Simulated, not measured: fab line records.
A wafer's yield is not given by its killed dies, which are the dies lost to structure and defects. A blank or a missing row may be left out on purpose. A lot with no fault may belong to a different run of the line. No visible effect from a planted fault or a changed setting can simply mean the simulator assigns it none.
Split-lot study || flow n5_finfet || on a route of 1938 steps: 7 lots, 39 wafers read

== THE SPLIT ITSELF ==
At N5_BEOL_M13_ETCH_59 (etches BARC in N2/H2, target depth 89 nm, overetch 26.7 nm, time 67.9 s), the setting time_s was moved away from the recipe's 67.9 s on 9 of the 39 wafers read, by -48.9% to -20.5%. All remaining wafers had this setting at the recipe value.

== FROM THE SPLIT TO THE READING: what the file shows between them, 5 steps ==
- N5_BEOL_M13_VIA_ETCH_16: etches SiOC in C4F8/O2/Ar, target depth 921.7 nm
- N5_BEOL_M13_STRIP_63: strips in N2/H2
- N5_BEOL_M13_STRIP_64: strips in N2/H2
- N5_BEOL_M13_STRIP_71: strips in post etch residue remover, time 60 s
- N5_BEOL_M13_SRD_72: time 30 s, dry time 30 s

== THE READING ==
cd_nm (nm) at N5_BEOL_M13_CD_MEAS_17, where the cd target is 190 nm. Fault-free wafers of this fab line usually give 191.0 nm, standard deviation 1.7 nm.

{"wafer": "L074.1", "tool, chamber at the split": "rie_diel-06, 1", "time_s as run, s": 67.9, "against the recipe": "recipe", "cd_nm, nm": 190.2, "against lot-mates on the recipe": "-"}
{"wafer": "L074.2", "tool, chamber at the split": "rie_diel-06, 3", "time_s as run, s": 35, "against the recipe": "-48.5%", "cd_nm, nm": 184.8, "against lot-mates on the recipe": -6.0}
{"wafer": "L074.3", "tool, chamber at the split": "rie_diel-06, 0", "time_s as run, s": 35, "against the recipe": "-48.5%", "cd_nm, nm": 184.7, "against lot-mates on the recipe": -6.1}
{"wafer": "L074.4", "tool, chamber at the split": "rie_diel-06, 2", "time_s as run, s": 67.9, "against the recipe": "recipe", "cd_nm, nm": 190.6, "against lot-mates on the recipe": "-"}
{"wafer": "L074.5", "tool, chamber at the split": "rie_diel-06, 1", "time_s as run, s": 35, "against the recipe": "-48.5%", "cd_nm, nm": 185.3, "against lot-mates on the recipe": -5.5}
{"wafer": "L074.6", "tool, chamber at the split": "rie_diel-06, 2", "time_s as run, s": 67.9, "against the recipe": "recipe", "cd_nm, nm": 191.6, "against lot-mates on the recipe": "-"}
{"wafer": "L076.1", "tool, chamber at the split": "rie_diel-02, 3", "time_s as run, s": 67.9, "against the recipe": "recipe", "cd_nm, nm": 189.1, "against lot-mates on the recipe": "-"}
{"wafer": "L076.4", "tool, chamber at the split": "rie_diel-02, 0", "time_s as run, s": 67.9, "against the recipe": "recipe", "cd_nm, nm": 191.3, "against lot-mates on the recipe": "-"}
{"wafer": "L076.6", "tool, chamber at the split": "rie_diel-02, 0", "time_s as run, s": 67.9, "against the recipe": "recipe", "cd_nm, nm": 190.7, "against lot-mates on the recipe": "-"}
{"wafer": "L077.1", "tool, chamber at the split": "rie_diel-01, 1", "time_s as run, s": 67.9, "against the recipe": "recipe", "cd_nm, nm": 190.9, "against lot-mates on the recipe": "-"}
{"wafer": "L077.2", "tool, chamber at the split": "rie_diel-01, 2", "time_s as run, s": 67.9, "against the recipe": "recipe", "cd_nm, nm": 191.0, "against lot-mates on the recipe": "-"}
{"wafer": "L077.3", "tool, chamber at the split": "rie_diel-01, 0", "time_s as run, s": 67.9, "against the recipe": "recipe", "cd_nm, nm": 192.1, "against lot-mates on the recipe": "-"}
{"wafer": "L077.4", "tool, chamber at the split": "rie_diel-01, 0", "time_s as run, s": 67.9, "against the recipe": "recipe", "cd_nm, nm": 190.8, "against lot-mates on the recipe": "-"}
{"wafer": "L077.5", "tool, chamber at the split": "rie_diel-01, 1", "time_s as run, s": 67.9, "against the recipe": "recipe", "cd_nm, nm": 191.8, "against lot-mates on the recipe": "-"}
{"wafer": "L077.6", "tool, chamber at the split": "rie_diel-01, 2", "time_s as run, s": 67.9, "against the recipe": "recipe", "cd_nm, nm": 190.0, "against lot-mates on the recipe": "-"}
{"wafer": "L082.1", "tool, chamber at the split": "rie_diel-01, 2", "time_s as run, s": 67.9, "against the recipe": "recipe", "cd_nm, nm": 192.3, "against lot-mates on the recipe": "-"}
{"wafer": "L082.2", "tool, chamber at the split": "rie_diel-01, 3", "time_s as run, s": 67.9, "against the recipe": "recipe", "cd_nm, nm": 193.3, "against lot-mates on the recipe": "-"}
{"wafer": "L082.3", "tool, chamber at the split": "rie_diel-01, 0", "time_s as run, s": 67.9, "against the recipe": "recipe", "cd_nm, nm": 194.8, "against lot-mates on the recipe": "-"}
{"wafer": "L082.4", "tool, chamber at the split": "rie_diel-01, 0", "time_s as run, s": 67.9, "against the recipe": "recipe", "cd_nm, nm": 192.8, "against lot-mates on the recipe": "-"}
{"wafer": "L082.5", "tool, chamber at the split": "rie_diel-01, 2", "time_s as run, s": 67.9, "against the recipe": "recipe", "cd_nm, nm": 193.2, "against lot-mates on the recipe": "-"}
{"wafer": "L082.6", "tool, chamber at the split": "rie_diel-01, 3", "time_s as run, s": 67.9, "against the recipe": "recipe", "cd_nm, nm": 192.9, "against lot-mates on the recipe": "-"}
{"wafer": "L088.1", "tool, chamber at the split": "rie_diel-02, 2", "time_s as run, s": 34.7, "against the recipe": "-48.9%", "cd_nm, nm": 184.6, "against lot-mates on the recipe": -7.9}
{"wafer": "L088.2", "tool, chamber at the split": "rie_diel-02, 1", "time_s as run, s": 34.7, "against the recipe": "-48.9%", "cd_nm, nm": 184.0, "against lot-mates on the recipe": -8.5}
{"wafer": "L088.3", "tool, chamber at the split": "rie_diel-02, 0", "time_s as run, s": 67.9, "against the recipe": "recipe", "cd_nm, nm": 192.8, "against lot-mates on the recipe": "-"}
{"wafer": "L088.4", "tool, chamber at the split": "rie_diel-02, 3", "time_s as run, s": 67.9, "against the recipe": "recipe", "cd_nm, nm": 192.6, "against lot-mates on the recipe": "-"}
{"wafer": "L088.5", "tool, chamber at the split": "rie_diel-02, 0", "time_s as run, s": 34.7, "against the recipe": "-48.9%", "cd_nm, nm": 187.1, "against lot-mates on the recipe": -5.4}
{"wafer": "L088.6", "tool, chamber at the split": "rie_diel-02, 3", "time_s as run, s": 67.9, "against the recipe": "recipe", "cd_nm, nm": 192.2, "against lot-mates on the recipe": "-"}
{"wafer": "L092.1", "tool, chamber at the split": "rie_diel-06, 1", "time_s as run, s": 53.99, "against the recipe": "-20.5%", "cd_nm, nm": 191.5, "against lot-mates on the recipe": "+0.5"}
{"wafer": "L092.2", "tool, chamber at the split": "rie_diel-06, 3", "time_s as run, s": 67.9, "against the recipe": "recipe", "cd_nm, nm": 192.5, "against lot-mates on the recipe": "-"}
{"wafer": "L092.3", "tool, chamber at the split": "rie_diel-06, 2", "time_s as run, s": 67.9, "against the recipe": "recipe", "cd_nm, nm": 188.2, "against lot-mates on the recipe": "-"}
{"wafer": "L092.4", "tool, chamber at the split": "rie_diel-06, 0", "time_s as run, s": 67.9, "against the recipe": "recipe", "cd_nm, nm": 192.3, "against lot-mates on the recipe": "-"}
{"wafer": "L092.5", "tool, chamber at the split": "rie_diel-06, 2", "time_s as run, s": 53.99, "against the recipe": "-20.5%", "cd_nm, nm": 188.6, "against lot-mates on the recipe": -2.4}
{"wafer": "L092.6", "tool, chamber at the split": "rie_diel-06, 3", "time_s as run, s": 53.99, "against the recipe": "-20.5%", "cd_nm, nm": 188.6, "against lot-mates on the recipe": -2.4}
{"wafer": "L095.1", "tool, chamber at the split": "rie_diel-06, 1", "time_s as run, s": 67.9, "against the recipe": "recipe", "cd_nm, nm": 191.8, "against lot-mates on the recipe": "-"}
{"wafer": "L095.2", "tool, chamber at the split": "rie_diel-06, 2", "time_s as run, s": 67.9, "against the recipe": "recipe", "cd_nm, nm": 191.9, "against lot-mates on the recipe": "-"}
{"wafer": "L095.3", "tool, chamber at the split": "rie_diel-06, 3", "time_s as run, s": 67.9, "against the recipe": "recipe", "cd_nm, nm": 193.1, "against lot-mates on the recipe": "-"}
{"wafer": "L095.4", "tool, chamber at the split": "rie_diel-06, 0", "time_s as run, s": 67.9, "against the recipe": "recipe", "cd_nm, nm": 192.2, "against lot-mates on the recipe": "-"}
{"wafer": "L095.5", "tool, chamber at the split": "rie_diel-06, 3", "time_s as run, s": 67.9, "against the recipe": "recipe", "cd_nm, nm": 191.5, "against lot-mates on the recipe": "-"}
{"wafer": "L095.6", "tool, chamber at the split": "rie_diel-06, 2", "time_s as run, s": 67.9, "against the recipe": "recipe", "cd_nm, nm": 191.5, "against lot-mates on the recipe": "-"}

THE FIT
A straight line over all 39 wafers: cd_nm changes by +0.135 nm for each +1% of time_s; r = +0.88; the points scatter about the line by 1.3 nm.
The same after taking each lot's own level away (the mean of its wafers on the recipe; 39 wafers): +0.132 nm for each +1%; r = +0.91; scatter 1.1 nm.
The reading moves by 6.4 nm for the largest change in time_s, on that fit.
From 190.37 to 193.22 nm: that is the span of the lots' own levels, equal to 1.7 times the standard deviation above.
Hence the lot-to-lot level has little effect on the slope; both slopes agree.
Check: for one of the wafers moved furthest among these (-48.9%), held out of the fit, the line's prediction against its lot-mates is -6.08 nm. Against them it came out at -7.93 nm.

== OTHER SPLITS APPLIED TO THESE WAFERS ==
Before the reading, these wafers also passed through other splits. Each is held against what the fit with the lots' levels taken away leaves over:
{"other split on the same wafers": "N5_BEOL_M9_HM_DEP_02 target_thk_a", "wafers away from the commonest value": 12, "r with cd_nm (lot level and that fit taken away)": -0.14}

== THE WHOLE CHAIN: every reading that the file lists as answering this split, in the file's order ==
{"step": "N5_BEOL_M13_ETCH_59", "what it does": "etches BARC in N2/H2, target depth 89 nm, overetch 26.7 nm, time 67.9 s", "reading": "coat_of_BEOL_M13_COAT_04.thk_nm (the simulator's own value, which no gauge read)", "change (the file's fit)": "-0.629 nm for each +1% of the setting", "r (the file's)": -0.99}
{"step": "N5_BEOL_M13_ETCH_59", "what it does": "etches BARC in N2/H2, target depth 89 nm, overetch 26.7 nm, time 67.9 s", "reading": "etch.depth_nm (the simulator's own value, which no gauge read)", "change (the file's fit)": "+0.587 nm for each +1% of the setting", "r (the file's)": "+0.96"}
{"step": "N5_BEOL_M13_STRIP_63", "what it does": "strips in N2/H2", "reading": "strip_time_to_endpoint_s", "change (the file's fit)": "withheld for each +1% of the setting", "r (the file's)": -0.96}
{"step": "N5_BEOL_M13_CD_MEAS_17", "what it does": "target cd 190 nm", "reading": "cd_nm", "change (the file's fit)": "+0.13 nm for each +1% of the setting", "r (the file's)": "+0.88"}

== FILE'S OWN FIT ==
cd_nm changes by +0.13 nm for each +1% of time_s, r = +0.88.
